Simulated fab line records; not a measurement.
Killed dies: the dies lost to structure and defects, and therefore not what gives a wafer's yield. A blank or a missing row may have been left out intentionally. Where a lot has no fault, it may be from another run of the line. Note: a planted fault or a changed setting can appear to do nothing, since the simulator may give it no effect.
Chamber matching -- flow n5_finfet -- N5_MOL_CONTACT_COAG_DESCUM_88 on rie_diel-06 has 4 sister chambers
The step chemistry O2, time 7 s. 16 wafers are shown with their chamber, then 8 later ones without.

## WAFERS, EACH WITH ITS CHAMBER
wafer,chamber,drypump_motor_current_A (A),throttle_valve_pct (%),rf_vpp_V (V)
L074.2,2,5.5,20.64,244.7
L074.3,1,4.9,20.16,242.6
L074.5,3,5.3,20.33,242.7
L075.1,1,4.9,20.15,243.1
L075.5,0,5.5,20.74,241.7
L075.6,3,5.3,20.33,241.8
L082.1,2,5.5,20.65,243.0
L082.2,1,4.9,20.16,243.9
L082.5,1,4.9,20.19,243.3
L084.1,3,5.3,20.04,241.6
L084.2,0,5.6,20.31,245.9
L084.3,1,4.9,20.20,243.8
L084.4,2,5.5,20.68,245.4
L084.5,1,4.9,20.20,243.7
L084.6,2,5.5,20.67,242.7
L087.1,2,5.5,20.68,244.5

SIGNATURES (averages over the wafers above)
reading,chamber 0,chamber 1,chamber 2,chamber 3,scatter within a chamber
drypump_motor_current_A,5.550,4.900,5.500,5.300,0.0204
throttle_valve_pct,20.5250,20.1767,20.6640,20.2333,0.113
rf_vpp_V,243.800,243.400,244.060,242.033,1.16
Rule: a wafer lies at a distance from a chamber equal to the root of the sum of squares, over the readings, of (its reading less the chamber's mean, divided by the reading's scatter). The wafer belongs to the nearest chamber; if the next one is less than 2 further off, it can't be placed. How the scatter is found: for the shown wafers, subtract from each reading the mean of its chamber, square and add these, divide the total by (wafers less chambers), then take the root.

## WAFERS WITH NO CHAMBER GIVEN
wafer,drypump_motor_current_A (A),throttle_valve_pct (%),rf_vpp_V (V)
L087.2,5.5,20.29,243.5
L087.3,5.3,20.05,242.2
L087.4,4.9,20.22,242.1
L087.5,5.5,20.32,245.9
L087.6,5.3,20.06,243.2
L088.1,5.5,20.68,243.5
L088.3,5.6,20.31,245.2
L088.5,5.5,20.68,242.9

## WHICH CHAMBER EACH WENT THROUGH
wafer,from the rows above,in truth
L087.2,can't be placed: 0 or 2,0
L087.3,3,3
L087.4,1,1
L087.5,can't be placed: 2 or 0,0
L087.6,3,3
L088.1,2,2
L088.3,0,0
L088.5,can't be placed: 2 or 0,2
Correct placement for 5 of the 8. Can't be placed from these rows: 3 (the true chamber is among the candidates in 3). 0 placed wrongly.
